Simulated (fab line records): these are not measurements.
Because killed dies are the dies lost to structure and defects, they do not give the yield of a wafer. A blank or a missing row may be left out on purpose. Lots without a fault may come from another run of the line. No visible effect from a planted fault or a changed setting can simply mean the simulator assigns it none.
Lot-split experiment	flow n5Finfet	21 wafers read from 7 lots, route of 1938 steps

== THE SPLIT ==
At N5_BEOL_M14_ETCH_68 (etches SOC in N2/H2, time 450 s), the setting timeS was moved away from the recipe's 450 s on 6 of the 21 wafers read, by -20.7% to +15.6%. The other wafers ran this setting at the recipe's value.

The reading is taken at the split's own step.

== THE READING ==
SiARC_of_BEOL_M14_COAT_66.thkNm (the simulator's own value, which no gauge read), in nm, at N5_BEOL_M14_ETCH_68 (etches SOC in N2/H2, time 450 s). There is no usual value for it anywhere in the file. Across the 15 wafers here that went through the recipe, the average is 65.4 nm and the standard deviation 0.98 nm.

wafer	tool, chamber at the split	timeS as run, s	against the recipe	SiARC_of_BEOL_M14_COAT_66.thkNm, nm	against lot-mates on the recipe
L074.1	rieDiel-04, 0	520	+15.6%	56.4	-8.1
L074.3	rieDiel-04, 2	450	recipe	64.6	-
L074.5	rieDiel-04, 2	450	recipe	64.4	-
L075.2	rieDiel-04, 0	504.4	+12.1%	59.6	-5.8
L075.3	rieDiel-04, 3	504.4	+12.1%	59.8	-5.6
L075.5	rieDiel-04, 3	450	recipe	65.4	-
L080.1	rieDiel-03, 1	450	recipe	64.2	-
L080.2	rieDiel-03, 0	450	recipe	63.6	-
L080.6	rieDiel-03, 0	394	-12.4%	69.8	+5.9
L079.2	rieDiel-03, 1	357	-20.7%	73.6	+8.3
L079.3	rieDiel-03, 3	450	recipe	66.2	-
L079.4	rieDiel-03, 0	450	recipe	64.4	-
L083.1	rieDiel-01, 0	450	recipe	66.4	-
L083.3	rieDiel-01, 3	450	recipe	65.4	-
L083.6	rieDiel-01, 2	450	recipe	65.2	-
L084.1	rieDiel-03, 3	450	recipe	67.2	-
L084.2	rieDiel-03, 2	450	recipe	66.2	-
L084.3	rieDiel-03, 1	450	recipe	65.2	-
L096.1	rieDiel-01, 2	417.8	-7.2%	68.4	+2.3
L096.3	rieDiel-01, 0	450	recipe	66.6	-
L096.4	rieDiel-01, 3	450	recipe	65.6	-

THE FIT
A straight line over all 21 wafers: SiARC_of_BEOL_M14_COAT_66.thkNm changes by -0.449 nm for each +1% of timeS; r = -0.96; the points scatter about the line by 1 nm.
The same after taking each lot's own level away (the mean of its wafers on the recipe; 21 wafers): -0.45 nm for each +1%; r = -0.98; scatter 0.65 nm.
That fit puts the effect of the largest move of timeS on the reading at 9.3 nm.
Measured against the standard deviation above, the lots' own levels, which go from 63.90 to 66.20 nm, span 2.3 times it.
The two slopes are in agreement: the lot-to-lot level therefore moves the slope only a little.
Check: with one of the wafers moved furthest among these (-20.7%) left out of the fit, the line predicts +9.74 nm for it against its lot-mates. It came out at +8.3 nm against them.

== ADDITIONAL SPLITS CARRIED BY THESE WAFERS ==
Before the reading, these wafers also passed through other splits. Each is held against what the fit with the lots' levels taken away leaves over:
other split on the same wafers	wafers away from the commonest value	r with SiARC_of_BEOL_M14_COAT_66.thkNm (lot level and that fit taken away)
N5_BEOL_M14_PEB_26 pebTempC	9	+0.18

== FILE'S OWN FIT ==
SiARC_of_BEOL_M14_COAT_66.thkNm changes by -0.447 nm for each +1% of timeS, r = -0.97.
